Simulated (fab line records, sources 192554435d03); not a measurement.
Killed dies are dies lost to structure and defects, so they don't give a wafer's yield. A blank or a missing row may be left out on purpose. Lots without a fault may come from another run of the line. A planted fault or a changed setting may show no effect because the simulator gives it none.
Which tool did it? | flow n5_finfet | 9 lots, 26 wafers sampled, at 8 steps of a route of 1938

WHAT THE GAUGES READ, wafer by wafer
N5_BEOL_M3_INSPECT_59: inspects for defects (darkfield). Usual: raw_defect_count 69, standard deviation 21.
lot  | measured     | on                | raw_defect_count | flag
L135 | day 7 09:08  | defect_inspect-01 | 72 76 71         |
L136 | day 7 12:29  | defect_inspect-01 | 71 97 68         |
L138 | day 8 04:22  | defect_inspect-01 | 110 113 89       |
L140 | day 8 23:18  | defect_inspect-02 | 64 55            |
L143 | day 9 09:54  | defect_inspect-01 | 56 45 98         |
L147 | day 10 12:30 | defect_inspect-02 | 821 59 45        | OFF
L149 | day 10 20:23 | defect_inspect-02 | 58 34 49         |
L150 | day 11 03:36 | defect_inspect-02 | 65 91 925        | OFF
L153 | day 12 14:40 | defect_inspect-02 | 55 34 41         |

N5_BEOL_M4_INSPECT_13: inspects for defects (brightfield). Usual: raw_defect_count 381, standard deviation 89.
lot  | measured     | on                | raw_defect_count | flag
L135 | day 7 12:08  | defect_inspect-02 | 377 294 338      |
L136 | day 7 15:29  | defect_inspect-01 | 520 468 375      |
L138 | day 8 07:09  | defect_inspect-01 | 563 481 453      |
L140 | day 9 00:59  | defect_inspect-01 | 401 363          |
L143 | day 9 10:55  | defect_inspect-02 | 364 262 349      |
L147 | day 10 14:56 | defect_inspect-02 | 1038 296 300     |
L149 | day 10 22:15 | defect_inspect-01 | 404 535 352      |
L150 | day 11 04:18 | defect_inspect-02 | 292 316 1237     |
L153 | day 12 15:30 | defect_inspect-02 | 293 225 267      |

N5_BEOL_M4_INSPECT_30: inspects for defects (brightfield). Usual: raw_defect_count 381, standard deviation 86.
lot  | measured     | on                | raw_defect_count | flag
L135 | day 7 13:08  | defect_inspect-02 | 388 290 348      |
L136 | day 7 16:22  | defect_inspect-01 | 465 532 388      |
L138 | day 8 08:29  | defect_inspect-02 | 548 441 423      |
L140 | day 9 01:52  | defect_inspect-02 | 359 355          |
L143 | day 9 11:58  | defect_inspect-01 | 374 288 357      |
L147 | day 10 15:54 | defect_inspect-01 | 1051 310 290     |
L149 | day 11 00:05 | defect_inspect-02 | 386 500 328      |
L150 | day 11 05:11 | defect_inspect-02 | 307 303 1260     |
L153 | day 12 16:33 | defect_inspect-02 | 279 216 250      |

N5_BEOL_M4_RC_MEAS_101. Usual: DIBL_N 37.2 mV/V, standard deviation 1.8; DIBL_P 37.5 mV/V, standard deviation 2.5; IOFF_N 0.17 nA/um, standard deviation 0.038; IOFF_P 0.24 nA/um, standard deviation 0.046; ION_N 681 uA/um, standard deviation 13; ION_P 469 uA/um, standard deviation 8.5; SS_N 71.7 mV/dec, standard deviation 0.6; SS_P 73.6 mV/dec, standard deviation 0.69; VT_N 249 mV, standard deviation 3.4; VT_P -248 mV, standard deviation 3.6.
lot  | measured     | on        | DIBL_N (mV/V)  | DIBL_P (mV/V)  | IOFF_N (nA/um) | IOFF_P (nA/um) | ION_N (uA/um) | ION_P (uA/um) | SS_N (mV/dec)  | SS_P (mV/dec)  | VT_N (mV)   | VT_P (mV)      | flag
L135 | day 7 19:19  | prober-01 | 37.7 37.1 34.6 | 36.6 35.3 33.2 | 0.20 0.16 0.14 | 0.28 0.25 0.22 | 690 673 667   | 478 466 463   | 72.4 71.7 70.9 | 73.8 73.3 72.3 | 248 251 252 | -245 -246 -245 |
L136 | day 7 23:09  | prober-02 | 34.2 35.2 36.5 | 33.7 34.3 36.2 | 0.12 0.14 0.16 | 0.18 0.20 0.23 | 651 661 690   | 450 456 474   | 70.9 71.7 71.4 | 72.6 73.1 73.9 | 255 253 248 | -254 -250 -247 |
L138 | day 8 15:36  | prober-01 | 39.9 36.9 38.6 | 42.1 37.2 39.4 | 0.24 0.15 0.19 | 0.28 0.19 0.21 | 695 686 673   | 472 467 454   | 71.9 71.3 71.7 | 73.5 72.6 73.9 | 246 251 249 | -249 -255 -253 |
L140 | day 9 13:37  | prober-01 | 40.1 33.7      | 41.0 32.9      | 0.24 0.11      | 0.39 0.21      | 707 665       | 491 469       | 72.4 70.6      | 75.2 73.3      | 242 255     | -239 -247      |
L143 | day 9 19:54  | prober-02 | 37.2 35.4 34.3 | 37.6 34.7 33.6 | 0.18 0.14 0.12 | 0.25 0.20 0.18 | 678 667 666   | 470 464 461   | 72.1 71.1 70.8 | 73.8 73.0 72.5 | 247 252 252 | -246 -251 -249 |
L147 | day 10 22:28 | prober-02 | 39.4 38.4 37.4 | 40.3 38.3 37.8 | 0.22 0.18 0.16 | 0.27 0.24 0.22 | 695 674 673   | 469 462 463   | 72.3 72.2 71.8 | 74.3 73.6 73.6 | 248 249 251 | -247 -249 -248 |
L149 | day 11 14:37 | prober-01 | 37.1 37.5 36.6 | 37.0 36.9 36.5 | 0.17 0.17 0.15 | 0.25 0.23 0.23 | 683 666 664   | 470 462 459   | 72.0 72.2 72.2 | 74.0 73.9 74.0 | 250 249 253 | -248 -252 -248 |
L150 | day 11 22:26 | prober-02 | 37.3 37.1 37.8 | 37.5 37.0 38.7 | 0.16 0.16 0.17 | 0.25 0.24 0.27 | 684 678 687   | 475 473 477   | 71.5 71.6 72.3 | 72.4 73.1 73.7 | 250 251 249 | -246 -248 -244 |
L153 | day 12 23:43 | prober-02 | 35.5 35.7 39.6 | 36.0 36.7 41.4 | 0.13 0.14 0.23 | 0.16 0.18 0.26 | 670 675 691   | 450 457 468   | 71.8 71.1 71.7 | 72.4 73.8 74.1 | 250 252 244 | -257 -254 -249 |

WHICH TOOL RAN EACH LOT (tool, then ch and the chambers of the sampled wafers, then the start)
lot  | N5_BEOL_M3_SPUTTER_92        | N5_BEOL_M3_SPUTTER_94        | N5_BEOL_M3_PRE_CLEAN_60          | N5_BEOL_M4_HM_DEP_02
L135 | pvd_sputter-03, day 7 07:19  | pvd_sputter-03, day 7 07:32  | cvd_co-01 ch 0, day 7 08:50      | pvd_sputter-02, day 7 11:38
L136 | pvd_sputter-02, day 7 10:59  | pvd_sputter-02, day 7 11:12  | cvd_co-02 ch 0,1,2, day 7 12:14  | pvd_sputter-02, day 7 15:00
L138 | pvd_sputter-02, day 8 02:51  | pvd_sputter-02, day 8 03:04  | cvd_co-02 ch 1,2, day 8 04:07    | pvd_sputter-02, day 8 06:40
L140 | pvd_sputter-03, day 8 21:47  | pvd_sputter-03, day 8 22:01  | cvd_co-01 ch 0,2, day 8 23:03    | pvd_sputter-03, day 9 00:31
L143 | pvd_sputter-03, day 9 08:23  | pvd_sputter-03, day 9 08:36  | cvd_co-02 ch 1,2, day 9 09:39    | pvd_sputter-02, day 9 10:26
L147 | pvd_sputter-01, day 10 10:50 | pvd_sputter-01, day 10 11:03 | cvd_co-02 ch 0,1,2, day 10 12:15 | pvd_sputter-02, day 10 14:19
L149 | pvd_sputter-01, day 10 17:31 | pvd_sputter-01, day 10 17:44 | cvd_co-01 ch 1,2, day 10 20:08   | pvd_sputter-03, day 10 21:46
L150 | pvd_sputter-01, day 11 02:03 | pvd_sputter-01, day 11 02:16 | cvd_co-02 ch 0,1,2, day 11 03:20 | pvd_sputter-03, day 11 03:49
L153 | pvd_sputter-01, day 12 13:10 | pvd_sputter-01, day 12 13:23 | cvd_co-01 ch 0,1,2, day 12 14:25 | pvd_sputter-02, day 12 14:53
- N5_BEOL_M3_SPUTTER_92: material Cu, target thk 4.5 nm, time 8.29 s.
- N5_BEOL_M3_SPUTTER_94: material Cu, target thk 4.5 nm, time 8.29 s.
- N5_BEOL_M3_PRE_CLEAN_60: time 15 s.
- N5_BEOL_M4_HM_DEP_02: deposits TiN, target thk 20 nm.

WHAT THE TOOLS THEMSELVES READ (means of the sampled wafers that have a number; where no wafer has one, the mark that the record gives instead)
N5_BEOL_M3_SPUTTER_92. Usual: chamber_pressure_pa 0.06998 Pa, standard deviation 0.00013; susceptor_temp_C -20.00 C, standard deviation 0.12; throttle_valve_pct 30.1 %, standard deviation 1.1.
lot  | tool           | chamber_pressure_pa (Pa) | susceptor_temp_C (C) | throttle_valve_pct (%) | flag
L135 | pvd_sputter-03 | 0.07010                  | -19.83               | 29.9                   |
L136 | pvd_sputter-02 | 0.06993                  | -19.89               | 29.1                   |
L138 | pvd_sputter-02 | 0.06989                  | -19.96               | 29.2                   |
L140 | pvd_sputter-03 | 0.07012                  | -20.00               | 30.1                   |
L143 | pvd_sputter-03 | 0.07000                  | -20.07               | 29.8                   |
L147 | pvd_sputter-01 | 0.07008                  | -19.85               | 31.4                   |
L149 | pvd_sputter-01 | 0.06996                  | -20.09               | 31.7                   |
L150 | pvd_sputter-01 | 0.06992                  | -20.03               | 31.7                   |
L153 | pvd_sputter-01 | 0.06989                  | -19.99               | 31.9                   |

N5_BEOL_M3_SPUTTER_94. Usual: chamber_pressure_pa 0.07 Pa, standard deviation 0.00013; susceptor_temp_C -19.99 C, standard deviation 0.11; throttle_valve_pct 30.1 %, standard deviation 1.1.
lot  | tool           | chamber_pressure_pa (Pa) | susceptor_temp_C (C) | throttle_valve_pct (%) | flag
L135 | pvd_sputter-03 | 0.07                     | -19.96               | 29.9                   |
L136 | pvd_sputter-02 | 0.07                     | -19.97               | 29.2                   |
L138 | pvd_sputter-02 | 0.07                     | -19.97               | 29.2                   |
L140 | pvd_sputter-03 | 0.07                     | -19.95               | 30.1                   |
L143 | pvd_sputter-03 | 0.07                     | -20.06               | 29.7                   |
L147 | pvd_sputter-01 | 0.07                     | -19.90               | 31.4                   |
L149 | pvd_sputter-01 | 0.07                     | -20.00               | 31.6                   |
L150 | pvd_sputter-01 | 0.07                     | -20.09               | 31.6                   |
L153 | pvd_sputter-01 | 0.07                     | -20.08               | 31.7                   |

N5_BEOL_M3_PRE_CLEAN_60. Usual: heater_power_w 88 W, standard deviation 22.
lot  | tool      | heater_power_w (W) | flag
L135 | cvd_co-01 | 49                 |
L136 | cvd_co-02 | 96                 |
L138 | cvd_co-02 | 91                 |
L140 | cvd_co-01 | 60                 |
L143 | cvd_co-02 | 91                 |
L147 | cvd_co-02 | 97                 |
L149 | cvd_co-01 | 101                |
L150 | cvd_co-02 | 96                 |
L153 | cvd_co-01 | 78                 |

N5_BEOL_M4_HM_DEP_02. Usual: chamber_pressure_pa 0.4998 Pa, standard deviation 0.001; susceptor_temp_C 25.01 C, standard deviation 0.11; throttle_valve_pct 29.6 %, standard deviation 1.2.
lot  | tool           | chamber_pressure_pa (Pa) | susceptor_temp_C (C) | throttle_valve_pct (%) | flag
L135 | pvd_sputter-02 | 0.5001                   | 25.00                | 28.8                   |
L136 | pvd_sputter-02 | 0.5005                   | 25.03                | 28.4                   |
L138 | pvd_sputter-02 | 0.4996                   | 24.93                | 28.6                   |
L140 | pvd_sputter-03 | 0.5006                   | 24.98                | 29.6                   |
L143 | pvd_sputter-02 | 0.4986                   | 25.07                | 28.2                   |
L147 | pvd_sputter-02 | 0.4994                   | 25.06                | 29.1                   |
L149 | pvd_sputter-03 | 0.4996                   | 25.05                | 30.0                   |
L150 | pvd_sputter-03 | 0.4997                   | 24.87                | 30.3                   |
L153 | pvd_sputter-02 | 0.5003                   | 24.98                | 28.6                   |

THE ANSWER, worked out from the rows above alone
Rule: a lot is off if the mean of its wafers that have a number lies more than 3 standard deviations from the usual mean. A lot without any number at a reading at which 4 lots or more have one is off too. The other lots that the step has rows for count as sound. The gauges are gone through in route order, then the tools' own readings, and for those a lot's mean is taken as printed above. The first step at which some lot is off is used, and at that step the reading that is off furthest; a lot without a number counts as furthest.
Off: L147, L150, at N5_BEOL_M3_INSPECT_59 (raw_defect_count).
A tool fits if, at a process step before that reading, it ran every lot that is off, and no sound lot after the first of them. The gauges at N5_BEOL_M3_INSPECT_59 are tried like those tools. One fits: cvd_co-02 at N5_BEOL_M3_PRE_CLEAN_60. Its last sound lot is L143 (day 9 09:39), its first lot that is off L147 (day 10 12:15): a fault that began between those two fits.

WHAT THE SIMULATOR HAD PUT IN
Chamber particle source: cvd_co-02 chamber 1, from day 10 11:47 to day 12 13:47, at N5_BEOL_M3_PRE_CLEAN_60. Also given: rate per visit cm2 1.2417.
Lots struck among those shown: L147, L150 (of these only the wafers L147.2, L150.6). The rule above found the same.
